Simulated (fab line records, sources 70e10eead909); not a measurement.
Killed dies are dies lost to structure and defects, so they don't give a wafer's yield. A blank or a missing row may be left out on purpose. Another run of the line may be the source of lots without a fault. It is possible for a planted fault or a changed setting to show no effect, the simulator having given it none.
What tool caused it? / flow nand harc / 72 wafers from 24 lots sampled at 6 of the route's 1302 steps

== WHAT THE GAUGES SHOWED, per wafer ==
The record lacks any reading of a measuring or inspecting step that a usual standard deviation could be used to judge.

== EACH LOT AND THE TOOL THAT RAN IT (in order: tool; ch and the chambers of the sampled wafers; start) ==
lot=L074; NHARC_A_WL_FILL_ETCHBACK_26=rie si-06 ch 1,2,3, day 20 19:16; NHARC_A_CONTACT_DEP_28=acl dep-02 ch 0, day 20 22:42; NHARC_A_CONTACT_ETCH_111=har cap etch-03 ch 0,1, day 21 05:41; NHARC_A_CONTACT_ETCH_119=har cap etch-03 ch 0,1, day 21 07:05; NHARC_A_CONTACT_ETCH_123=har cap etch-03 ch 0,1, day 21 07:47; NHARC_A_CONTACT_ETCH_102=rie diel-13 ch 0,2,3, day 21 09:16
lot=L075; NHARC_A_WL_FILL_ETCHBACK_26=rie si-03 ch 0,1,2, day 21 17:43; NHARC_A_CONTACT_DEP_28=acl dep-02 ch 0, day 21 23:36; NHARC_A_CONTACT_ETCH_111=har cap etch-02 ch 0,1, day 22 05:32; NHARC_A_CONTACT_ETCH_119=har cap etch-02 ch 0,1, day 22 06:55; NHARC_A_CONTACT_ETCH_123=har cap etch-02 ch 0,1, day 22 07:43; NHARC_A_CONTACT_ETCH_102=rie diel-05 ch 0,1,3, day 22 09:05
lot=L076; NHARC_A_WL_FILL_ETCHBACK_26=rie si-06 ch 1,2,3, day 22 01:55; NHARC_A_CONTACT_DEP_28=acl dep-01 ch 0, day 22 05:08; NHARC_A_CONTACT_ETCH_111=har cap etch-02 ch 0,1, day 22 11:24; NHARC_A_CONTACT_ETCH_119=har cap etch-02 ch 0,1, day 22 12:49; NHARC_A_CONTACT_ETCH_123=har cap etch-02 ch 0,1, day 22 13:29; NHARC_A_CONTACT_ETCH_102=rie diel-05 ch 0,1, day 22 14:58
lot=L077; NHARC_A_WL_FILL_ETCHBACK_26=rie si-03 ch 0,2,3, day 22 01:57; NHARC_A_CONTACT_DEP_28=acl dep-03 ch 0, day 22 04:25; NHARC_A_CONTACT_ETCH_111=har cap etch-01 ch 0,1, day 22 10:44; NHARC_A_CONTACT_ETCH_119=har cap etch-01 ch 0,1, day 22 12:07; NHARC_A_CONTACT_ETCH_123=har cap etch-01 ch 0,1, day 22 12:52; NHARC_A_CONTACT_ETCH_102=rie diel-05 ch 0,1,2, day 22 14:16
lot=L078; NHARC_A_WL_FILL_ETCHBACK_26=rie si-06 ch 0,1,2, day 22 14:19; NHARC_A_CONTACT_DEP_28=acl dep-02 ch 0, day 22 16:47; NHARC_A_CONTACT_ETCH_111=har cap etch-03 ch 0,1, day 22 23:02; NHARC_A_CONTACT_ETCH_119=har cap etch-03 ch 0,1, day 23 00:26; NHARC_A_CONTACT_ETCH_123=har cap etch-03 ch 0,1, day 23 01:06; NHARC_A_CONTACT_ETCH_102=rie diel-03 ch 0,2, day 23 02:37
lot=L079; NHARC_A_WL_FILL_ETCHBACK_26=rie si-06 ch 0,1,3, day 23 19:26; NHARC_A_CONTACT_DEP_28=acl dep-03 ch 0, day 23 21:26; NHARC_A_CONTACT_ETCH_111=har cap etch-03 ch 0,1, day 24 04:21; NHARC_A_CONTACT_ETCH_119=har cap etch-03 ch 0,1, day 24 05:46; NHARC_A_CONTACT_ETCH_123=har cap etch-03 ch 0,1, day 24 06:26; NHARC_A_CONTACT_ETCH_102=rie diel-05 ch 0,2,3, day 24 07:56
lot=L080; NHARC_A_WL_FILL_ETCHBACK_26=rie si-03 ch 1,2, day 23 19:26; NHARC_A_CONTACT_DEP_28=acl dep-01 ch 0, day 24 01:48; NHARC_A_CONTACT_ETCH_111=har cap etch-01 ch 0,1, day 24 06:46; NHARC_A_CONTACT_ETCH_119=har cap etch-01 ch 0,1, day 24 08:08; NHARC_A_CONTACT_ETCH_123=har cap etch-01 ch 0,1, day 24 08:59; NHARC_A_CONTACT_ETCH_102=rie diel-13 ch 0,2,3, day 24 10:14
lot=L081; NHARC_A_WL_FILL_ETCHBACK_26=rie si-02 ch 1,2,3, day 24 04:26; NHARC_A_CONTACT_DEP_28=acl dep-02 ch 0, day 24 06:53; NHARC_A_CONTACT_ETCH_111=har cap etch-02 ch 0,1, day 24 13:55; NHARC_A_CONTACT_ETCH_119=har cap etch-02 ch 0,1, day 24 15:47; NHARC_A_CONTACT_ETCH_123=har cap etch-02 ch 0,1, day 24 16:42; NHARC_A_CONTACT_ETCH_102=rie diel-05 ch 0,1,3, day 24 18:22
lot=L082; NHARC_A_WL_FILL_ETCHBACK_26=rie si-06 ch 0,1,3, day 25 02:23; NHARC_A_CONTACT_DEP_28=acl dep-01 ch 0, day 25 04:11; NHARC_A_CONTACT_ETCH_111=har cap etch-03 ch 1, day 25 11:31; NHARC_A_CONTACT_ETCH_119=har cap etch-03 ch 1, day 25 14:00; NHARC_A_CONTACT_ETCH_123=har cap etch-03 ch 1, day 25 15:13; NHARC_A_CONTACT_ETCH_102=rie diel-05 ch 1,2,3, day 25 17:08
lot=L083; NHARC_A_WL_FILL_ETCHBACK_26=rie si-03 ch 0,1,2, day 25 08:31; NHARC_A_CONTACT_DEP_28=acl dep-03 ch 0, day 25 10:52; NHARC_A_CONTACT_ETCH_111=har cap etch-01 ch 0,1, day 25 17:48; NHARC_A_CONTACT_ETCH_119=har cap etch-01 ch 0,1, day 25 19:12; NHARC_A_CONTACT_ETCH_123=har cap etch-01 ch 0,1, day 25 19:53; NHARC_A_CONTACT_ETCH_102=rie diel-03 ch 0,1,3, day 25 21:23
lot=L084; NHARC_A_WL_FILL_ETCHBACK_26=rie si-06 ch 0,1,2, day 25 08:31; NHARC_A_CONTACT_DEP_28=acl dep-01 ch 0, day 25 13:35; NHARC_A_CONTACT_ETCH_111=har cap etch-02 ch 0,1, day 25 20:28; NHARC_A_CONTACT_ETCH_119=har cap etch-02 ch 0,1, day 25 22:20; NHARC_A_CONTACT_ETCH_123=har cap etch-02 ch 0,1, day 25 23:19; NHARC_A_CONTACT_ETCH_102=rie diel-05 ch 0,2,3, day 26 00:54
lot=L086; NHARC_A_WL_FILL_ETCHBACK_26=rie si-02 ch 0,1,3, day 26 04:20; NHARC_A_CONTACT_DEP_28=acl dep-03 ch 0, day 26 06:26; NHARC_A_CONTACT_ETCH_111=har cap etch-01 ch 0,1, day 26 13:16; NHARC_A_CONTACT_ETCH_119=har cap etch-01 ch 0,1, day 26 14:40; NHARC_A_CONTACT_ETCH_123=har cap etch-01 ch 0,1, day 26 15:21; NHARC_A_CONTACT_ETCH_102=rie diel-13 ch 0,3, day 26 16:50
lot=L085; NHARC_A_WL_FILL_ETCHBACK_26=rie si-02 ch 2,3, day 26 13:14; NHARC_A_CONTACT_DEP_28=acl dep-01 ch 0, day 26 15:53; NHARC_A_CONTACT_ETCH_111=har cap etch-02 ch 0,1, day 26 22:50; NHARC_A_CONTACT_ETCH_119=har cap etch-02 ch 0,1, day 27 00:13; NHARC_A_CONTACT_ETCH_123=har cap etch-02 ch 0,1, day 27 00:54; NHARC_A_CONTACT_ETCH_102=rie diel-03 ch 0,3, day 27 02:23
lot=L088; NHARC_A_WL_FILL_ETCHBACK_26=rie si-02 ch 0,1,2, day 26 19:46; NHARC_A_CONTACT_DEP_28=acl dep-01 ch 0, day 26 23:26; NHARC_A_CONTACT_ETCH_111=har cap etch-02 ch 0,1, day 27 06:28; NHARC_A_CONTACT_ETCH_119=har cap etch-02 ch 0,1, day 27 07:52; NHARC_A_CONTACT_ETCH_123=har cap etch-02 ch 0,1, day 27 08:32; NHARC_A_CONTACT_ETCH_102=rie diel-05 ch 1,2,3, day 27 10:19
lot=L087; NHARC_A_WL_FILL_ETCHBACK_26=rie si-06 ch 1,2,3, day 26 19:47; NHARC_A_CONTACT_DEP_28=acl dep-03 ch 0, day 27 00:13; NHARC_A_CONTACT_ETCH_111=har cap etch-03 ch 0,1, day 27 05:56; NHARC_A_CONTACT_ETCH_119=har cap etch-03 ch 0,1, day 27 07:20; NHARC_A_CONTACT_ETCH_123=har cap etch-03 ch 0,1, day 27 08:08; NHARC_A_CONTACT_ETCH_102=rie diel-03 ch 1,2,3, day 27 10:20
lot=L089; NHARC_A_WL_FILL_ETCHBACK_26=rie si-03 ch 0,2,3, day 27 07:24; NHARC_A_CONTACT_DEP_28=acl dep-02 ch 0, day 27 09:13; NHARC_A_CONTACT_ETCH_111=har cap etch-01 ch 0,1, day 27 16:55; NHARC_A_CONTACT_ETCH_119=har cap etch-01 ch 0,1, day 27 18:19; NHARC_A_CONTACT_ETCH_123=har cap etch-01 ch 0,1, day 27 18:59; NHARC_A_CONTACT_ETCH_102=rie diel-03 ch 0,1,3, day 27 20:39
lot=L090; NHARC_A_WL_FILL_ETCHBACK_26=rie si-06 ch 0,1,3, day 27 07:26; NHARC_A_CONTACT_DEP_28=acl dep-03 ch 0, day 27 10:44; NHARC_A_CONTACT_ETCH_111=har cap etch-02 ch 0,1, day 27 16:31; NHARC_A_CONTACT_ETCH_119=har cap etch-02 ch 0,1, day 27 18:23; NHARC_A_CONTACT_ETCH_123=har cap etch-02 ch 0,1, day 27 19:26; NHARC_A_CONTACT_ETCH_102=rie diel-05 ch 0,1,3, day 27 20:53
lot=L091; NHARC_A_WL_FILL_ETCHBACK_26=rie si-06 ch 0,2,3, day 28 05:07; NHARC_A_CONTACT_DEP_28=acl dep-01 ch 0, day 28 07:29; NHARC_A_CONTACT_ETCH_111=har cap etch-01 ch 0,1, day 28 14:35; NHARC_A_CONTACT_ETCH_119=har cap etch-01 ch 0,1, day 28 15:59; NHARC_A_CONTACT_ETCH_123=har cap etch-01 ch 0,1, day 28 16:44; NHARC_A_CONTACT_ETCH_102=rie diel-03 ch 0,1,3, day 28 18:08
lot=L093; NHARC_A_WL_FILL_ETCHBACK_26=rie si-02 ch 1,2,3, day 28 05:09; NHARC_A_CONTACT_DEP_28=acl dep-03 ch 0, day 28 07:36; NHARC_A_CONTACT_ETCH_111=har cap etch-02 ch 0,1, day 28 13:44; NHARC_A_CONTACT_ETCH_119=har cap etch-02 ch 0,1, day 28 15:36; NHARC_A_CONTACT_ETCH_123=har cap etch-02 ch 0,1, day 28 16:35; NHARC_A_CONTACT_ETCH_102=rie diel-13 ch 0,1, day 28 18:08
lot=L092; NHARC_A_WL_FILL_ETCHBACK_26=rie si-02 ch 0,1, day 28 15:47; NHARC_A_CONTACT_DEP_28=acl dep-01 ch 0, day 28 21:22; NHARC_A_CONTACT_ETCH_111=har cap etch-03 ch 0,1, day 29 03:40; NHARC_A_CONTACT_ETCH_119=har cap etch-03 ch 0,1, day 29 05:04; NHARC_A_CONTACT_ETCH_123=har cap etch-03 ch 0,1, day 29 05:44; NHARC_A_CONTACT_ETCH_102=rie diel-03 ch 0,1,2, day 29 07:15
lot=L094; NHARC_A_WL_FILL_ETCHBACK_26=rie si-06 ch 0,2,3, day 29 09:52; NHARC_A_CONTACT_DEP_28=acl dep-01 ch 0, day 29 14:08; NHARC_A_CONTACT_ETCH_111=har cap etch-03 ch 0,1, day 29 19:40; NHARC_A_CONTACT_ETCH_119=har cap etch-03 ch 0,1, day 29 21:03; NHARC_A_CONTACT_ETCH_123=har cap etch-03 ch 0,1, day 29 21:51; NHARC_A_CONTACT_ETCH_102=rie diel-05 ch 0,1,3, day 29 23:10
lot=L095; NHARC_A_WL_FILL_ETCHBACK_26=rie si-03 ch 1,3, day 30 03:01; NHARC_A_CONTACT_DEP_28=acl dep-01 ch 0, day 30 05:29; NHARC_A_CONTACT_ETCH_111=har cap etch-03 ch 0,1, day 30 11:40; NHARC_A_CONTACT_ETCH_119=har cap etch-03 ch 0,1, day 30 13:04; NHARC_A_CONTACT_ETCH_123=har cap etch-03 ch 0,1, day 30 13:44; NHARC_A_CONTACT_ETCH_102=rie diel-03 ch 1,2, day 30 15:26
lot=L096; NHARC_A_WL_FILL_ETCHBACK_26=rie si-02 ch 0,2,3, day 30 03:01; NHARC_A_CONTACT_DEP_28=acl dep-03 ch 0, day 30 07:11; NHARC_A_CONTACT_ETCH_111=har cap etch-02 ch 0,1, day 30 13:12; NHARC_A_CONTACT_ETCH_119=har cap etch-02 ch 0,1, day 30 14:50; NHARC_A_CONTACT_ETCH_123=har cap etch-02 ch 0,1, day 30 15:38; NHARC_A_CONTACT_ETCH_102=rie diel-03 ch 0,3, day 30 16:57
lot=L097; NHARC_A_WL_FILL_ETCHBACK_26=rie si-06 ch 0,2,3, day 30 07:47; NHARC_A_CONTACT_DEP_28=acl dep-01 ch 0, day 30 13:35; NHARC_A_CONTACT_ETCH_111=har cap etch-03 ch 0,1, day 30 19:57; NHARC_A_CONTACT_ETCH_119=har cap etch-03 ch 0,1, day 30 21:20; NHARC_A_CONTACT_ETCH_123=har cap etch-03 ch 0,1, day 30 22:05; NHARC_A_CONTACT_ETCH_102=rie diel-13 ch 0,1,3, day 30 23:30
- NHARC_A_WL_FILL_ETCHBACK_26: etches the open film in HBr, target depth 52 nm, time 13.3 s.
- NHARC_A_CONTACT_DEP_28: deposits aC, target thk 7000 nm.
- NHARC_A_CONTACT_ETCH_111: etches the open film in C4F8/O2/Ar, time 140 s, target depth 700 nm.
- NHARC_A_CONTACT_ETCH_119: etches the open film in C4F8/O2/Ar, time 190 s, target depth 1850 nm.
- NHARC_A_CONTACT_ETCH_123: etches the open film in C4F8/O2/Ar, time 490 s, target depth 2110 nm.
- NHARC_A_CONTACT_ETCH_102: etches the open film in CF4/O2, target depth 100 nm, overetch 10 nm, time 55 s.

== WHAT THE TOOLS THEMSELVES READ (means of the sampled wafers that have a number; where no wafer has one, the mark that the record gives instead) ==
NHARC_A_WL_FILL_ETCHBACK_26.
lot=L074; tool=rie si-06; drypump motor current A (A)=5.8; oes product au (a.u.)=1.008; rf fwd power W (W)=341.5; throttle valve pct (%)=23.266
lot=L075; tool=rie si-03; drypump motor current A (A)=6.6; oes product au (a.u.)=0.998; rf fwd power W (W)=341.7; throttle valve pct (%)=23.269
lot=L076; tool=rie si-06; drypump motor current A (A)=5.7; oes product au (a.u.)=1.003; rf fwd power W (W)=341.3; throttle valve pct (%)=23.267
lot=L077; tool=rie si-03; drypump motor current A (A)=6.4; oes product au (a.u.)=0.998; rf fwd power W (W)=342.6; throttle valve pct (%)=23.256
lot=L078; tool=rie si-06; drypump motor current A (A)=5.7; oes product au (a.u.)=0.999; rf fwd power W (W)=340.5; throttle valve pct (%)=23.260
lot=L079; tool=rie si-06; drypump motor current A (A)=6.1; oes product au (a.u.)=1.001; rf fwd power W (W)=342.6; throttle valve pct (%)=23.268
lot=L080; tool=rie si-03; drypump motor current A (A)=6.6; oes product au (a.u.)=1.006; rf fwd power W (W)=341.1; throttle valve pct (%)=23.266
lot=L081; tool=rie si-02; drypump motor current A (A)=5.8; oes product au (a.u.)=0.997; rf fwd power W (W)=343.9; throttle valve pct (%)=23.262
lot=L082; tool=rie si-06; drypump motor current A (A)=6.1; oes product au (a.u.)=1.005; rf fwd power W (W)=342.4; throttle valve pct (%)=23.265
lot=L083; tool=rie si-03; drypump motor current A (A)=6.6; oes product au (a.u.)=0.998; rf fwd power W (W)=342.0; throttle valve pct (%)=23.262
lot=L084; tool=rie si-06; drypump motor current A (A)=5.7; oes product au (a.u.)=0.995; rf fwd power W (W)=340.6; throttle valve pct (%)=23.271
lot=L086; tool=rie si-02; drypump motor current A (A)=5.6; oes product au (a.u.)=0.996; rf fwd power W (W)=343.6; throttle valve pct (%)=23.269
lot=L085; tool=rie si-02; drypump motor current A (A)=6.0; oes product au (a.u.)=0.999; rf fwd power W (W)=342.6; throttle valve pct (%)=23.271
lot=L088; tool=rie si-02; drypump motor current A (A)=5.8; oes product au (a.u.)=1.002; rf fwd power W (W)=345.0; throttle valve pct (%)=23.277
lot=L087; tool=rie si-06; drypump motor current A (A)=5.8; oes product au (a.u.)=1.004; rf fwd power W (W)=341.2; throttle valve pct (%)=23.273
lot=L089; tool=rie si-03; drypump motor current A (A)=6.3; oes product au (a.u.)=1.004; rf fwd power W (W)=342.5; throttle valve pct (%)=23.260
lot=L090; tool=rie si-06; drypump motor current A (A)=6.1; oes product au (a.u.)=1.003; rf fwd power W (W)=341.6; throttle valve pct (%)=23.265
lot=L091; tool=rie si-06; drypump motor current A (A)=5.7; oes product au (a.u.)=1.001; rf fwd power W (W)=342.8; throttle valve pct (%)=23.263
lot=L093; tool=rie si-02; drypump motor current A (A)=5.8; oes product au (a.u.)=1.003; rf fwd power W (W)=343.3; throttle valve pct (%)=23.256
lot=L092; tool=rie si-02; drypump motor current A (A)=5.5; oes product au (a.u.)=1.001; rf fwd power W (W)=344.7; throttle valve pct (%)=23.265
lot=L094; tool=rie si-06; drypump motor current A (A)=5.8; oes product au (a.u.)=0.994; rf fwd power W (W)=341.4; throttle valve pct (%)=23.262
lot=L095; tool=rie si-03; drypump motor current A (A)=6.2; oes product au (a.u.)=1.010; rf fwd power W (W)=340.9; throttle valve pct (%)=23.268
lot=L096; tool=rie si-02; drypump motor current A (A)=5.9; oes product au (a.u.)=0.997; rf fwd power W (W)=343.2; throttle valve pct (%)=23.256
lot=L097; tool=rie si-06; drypump motor current A (A)=5.7; oes product au (a.u.)=0.993; rf fwd power W (W)=341.6; throttle valve pct (%)=23.267

NHARC_A_CONTACT_DEP_28.
lot=L074; tool=acl dep-02; throttle valve pct (%)=35.001
lot=L075; tool=acl dep-02; throttle valve pct (%)=34.999
lot=L076; tool=acl dep-01; throttle valve pct (%)=35.004
lot=L077; tool=acl dep-03; throttle valve pct (%)=35.007
lot=L078; tool=acl dep-02; throttle valve pct (%)=35.005
lot=L079; tool=acl dep-03; throttle valve pct (%)=34.996
lot=L080; tool=acl dep-01; throttle valve pct (%)=34.991
lot=L081; tool=acl dep-02; throttle valve pct (%)=35.010
lot=L082; tool=acl dep-01; throttle valve pct (%)=34.981
lot=L083; tool=acl dep-03; throttle valve pct (%)=35.000
lot=L084; tool=acl dep-01; throttle valve pct (%)=35.001
lot=L086; tool=acl dep-03; throttle valve pct (%)=34.997
lot=L085; tool=acl dep-01; throttle valve pct (%)=35.006
lot=L088; tool=acl dep-01; throttle valve pct (%)=34.999
lot=L087; tool=acl dep-03; throttle valve pct (%)=35.005
lot=L089; tool=acl dep-02; throttle valve pct (%)=34.998
lot=L090; tool=acl dep-03; throttle valve pct (%)=35.002
lot=L091; tool=acl dep-01; throttle valve pct (%)=35.001
lot=L093; tool=acl dep-03; throttle valve pct (%)=34.997
lot=L092; tool=acl dep-01; throttle valve pct (%)=34.996
lot=L094; tool=acl dep-01; throttle valve pct (%)=35.011
lot=L095; tool=acl dep-01; throttle valve pct (%)=35.007
lot=L096; tool=acl dep-03; throttle valve pct (%)=35.005
lot=L097; tool=acl dep-01; throttle valve pct (%)=34.990

NHARC_A_CONTACT_ETCH_102.
lot=L074; tool=rie diel-13; drypump motor current A (A)=5.6; oes_ar_750_au (a.u.)=0.999; oes product au (a.u.)=1.000; rf fwd power W (W)=296.7; rf vpp V (V)=197.3; showerhead plenum p Torr (Torr)=1.29; throttle valve pct (%)=13.399
lot=L075; tool=rie diel-05; drypump motor current A (A)=5.4; oes_ar_750_au (a.u.)=1.002; oes product au (a.u.)=1.004; rf fwd power W (W)=297.2; rf vpp V (V)=197.8; showerhead plenum p Torr (Torr)=1.30; throttle valve pct (%)=13.397
lot=L076; tool=rie diel-05; drypump motor current A (A)=5.4; oes_ar_750_au (a.u.)=1.005; oes product au (a.u.)=1.001; rf fwd power W (W)=297.2; rf vpp V (V)=197.0; showerhead plenum p Torr (Torr)=1.29; throttle valve pct (%)=13.398
lot=L077; tool=rie diel-05; drypump motor current A (A)=5.3; oes_ar_750_au (a.u.)=1.003; oes product au (a.u.)=1.005; rf fwd power W (W)=296.9; rf vpp V (V)=197.2; showerhead plenum p Torr (Torr)=1.29; throttle valve pct (%)=13.388
lot=L078; tool=rie diel-03; drypump motor current A (A)=5.9; oes_ar_750_au (a.u.)=0.996; oes product au (a.u.)=0.999; rf fwd power W (W)=296.7; rf vpp V (V)=197.1; showerhead plenum p Torr (Torr)=1.31; throttle valve pct (%)=13.396
lot=L079; tool=rie diel-05; drypump motor current A (A)=5.2; oes_ar_750_au (a.u.)=0.999; oes product au (a.u.)=0.999; rf fwd power W (W)=298.1; rf vpp V (V)=197.7; showerhead plenum p Torr (Torr)=1.30; throttle valve pct (%)=13.395
lot=L080; tool=rie diel-13; drypump motor current A (A)=5.6; oes_ar_750_au (a.u.)=1.000; oes product au (a.u.)=0.992; rf fwd power W (W)=296.2; rf vpp V (V)=196.6; showerhead plenum p Torr (Torr)=1.28; throttle valve pct (%)=13.399
lot=L081; tool=rie diel-05; drypump motor current A (A)=5.3; oes_ar_750_au (a.u.)=1.002; oes product au (a.u.)=0.995; rf fwd power W (W)=298.1; rf vpp V (V)=197.9; showerhead plenum p Torr (Torr)=1.29; throttle valve pct (%)=13.401
lot=L082; tool=rie diel-05; drypump motor current A (A)=5.2; oes_ar_750_au (a.u.)=1.004; oes product au (a.u.)=1.005; rf fwd power W (W)=297.4; rf vpp V (V)=196.8; showerhead plenum p Torr (Torr)=1.29; throttle valve pct (%)=13.391
lot=L083; tool=rie diel-03; drypump motor current A (A)=5.6; oes_ar_750_au (a.u.)=1.002; oes product au (a.u.)=1.002; rf fwd power W (W)=297.6; rf vpp V (V)=197.2; showerhead plenum p Torr (Torr)=1.30; throttle valve pct (%)=13.403
lot=L084; tool=rie diel-05; drypump motor current A (A)=5.2; oes_ar_750_au (a.u.)=1.000; oes product au (a.u.)=1.002; rf fwd power W (W)=297.5; rf vpp V (V)=197.3; showerhead plenum p Torr (Torr)=1.30; throttle valve pct (%)=13.393
lot=L086; tool=rie diel-13; drypump motor current A (A)=5.6; oes_ar_750_au (a.u.)=1.000; oes product au (a.u.)=0.992; rf fwd power W (W)=296.0; rf vpp V (V)=196.4; showerhead plenum p Torr (Torr)=1.27; throttle valve pct (%)=13.394
lot=L085; tool=rie diel-03; drypump motor current A (A)=5.7; oes_ar_750_au (a.u.)=1.003; oes product au (a.u.)=1.002; rf fwd power W (W)=297.2; rf vpp V (V)=196.1; showerhead plenum p Torr (Torr)=1.26; throttle valve pct (%)=13.409
lot=L088; tool=rie diel-05; drypump motor current A (A)=5.2; oes_ar_750_au (a.u.)=1.007; oes product au (a.u.)=1.007; rf fwd power W (W)=297.7; rf vpp V (V)=197.0; showerhead plenum p Torr (Torr)=1.29; throttle valve pct (%)=13.399
lot=L087; tool=rie diel-03; drypump motor current A (A)=5.9; oes_ar_750_au (a.u.)=1.002; oes product au (a.u.)=1.003; rf fwd power W (W)=296.5; rf vpp V (V)=197.5; showerhead plenum p Torr (Torr)=1.34; throttle valve pct (%)=13.409
lot=L089; tool=rie diel-03; drypump motor current A (A)=5.5; oes_ar_750_au (a.u.)=0.999; oes product au (a.u.)=1.005; rf fwd power W (W)=297.7; rf vpp V (V)=197.9; showerhead plenum p Torr (Torr)=1.37; throttle valve pct (%)=13.391
lot=L090; tool=rie diel-05; drypump motor current A (A)=5.3; oes_ar_750_au (a.u.)=1.004; oes product au (a.u.)=0.997; rf fwd power W (W)=296.8; rf vpp V (V)=197.2; showerhead plenum p Torr (Torr)=1.29; throttle valve pct (%)=13.399
lot=L091; tool=rie diel-03; drypump motor current A (A)=5.5; oes_ar_750_au (a.u.)=1.001; oes product au (a.u.)=1.006; rf fwd power W (W)=297.3; rf vpp V (V)=198.8; showerhead plenum p Torr (Torr)=1.37; throttle valve pct (%)=13.391
lot=L093; tool=rie diel-13; drypump motor current A (A)=5.7; oes_ar_750_au (a.u.)=1.001; oes product au (a.u.)=1.000; rf fwd power W (W)=297.7; rf vpp V (V)=198.7; showerhead plenum p Torr (Torr)=1.36; throttle valve pct (%)=13.397
lot=L092; tool=rie diel-03; drypump motor current A (A)=5.6; oes_ar_750_au (a.u.)=1.002; oes product au (a.u.)=1.000; rf fwd power W (W)=296.5; rf vpp V (V)=198.8; showerhead plenum p Torr (Torr)=1.39; throttle valve pct (%)=13.406
lot=L094; tool=rie diel-05; drypump motor current A (A)=5.3; oes_ar_750_au (a.u.)=0.998; oes product au (a.u.)=1.009; rf fwd power W (W)=298.5; rf vpp V (V)=196.1; showerhead plenum p Torr (Torr)=1.29; throttle valve pct (%)=13.396
lot=L095; tool=rie diel-03; drypump motor current A (A)=5.7; oes_ar_750_au (a.u.)=0.999; oes product au (a.u.)=1.001; rf fwd power W (W)=295.4; rf vpp V (V)=197.9; showerhead plenum p Torr (Torr)=1.37; throttle valve pct (%)=13.408
lot=L096; tool=rie diel-03; drypump motor current A (A)=5.7; oes_ar_750_au (a.u.)=1.003; oes product au (a.u.)=1.010; rf fwd power W (W)=297.5; rf vpp V (V)=197.7; showerhead plenum p Torr (Torr)=1.33; throttle valve pct (%)=13.393
lot=L097; tool=rie diel-13; drypump motor current A (A)=5.6; oes_ar_750_au (a.u.)=1.000; oes product au (a.u.)=0.994; rf fwd power W (W)=297.2; rf vpp V (V)=196.9; showerhead plenum p Torr (Torr)=1.31; throttle valve pct (%)=13.397

== THE ANSWER, worked out from the rows above alone ==
Rule: the usual values come from the lots themselves. The widest of any qualifying gaps counts: lots, ordered by their means at a reading, are off when they make up no more than a third of the lots, leave a main group of 4 or more, and stand apart from it by 3 or more times the standard deviation of that group's means. A main group is skipped when, at the precision printed for the reading in the tables above, its means are all equal. A lot without any number at a reading at which 4 lots or more have one is off too. Any other lot the step has rows for is counted as sound. First the gauges in route order, then the tools' own readings, where a lot's mean is used as printed above. The first step at which some lot is off is used, and at that step the reading that is off furthest; a lot without a number counts as furthest.
No lot is off at any reading shown: from this, nothing can be told.

== WHAT HAD BEEN PUT IN BY THE SIMULATOR ==
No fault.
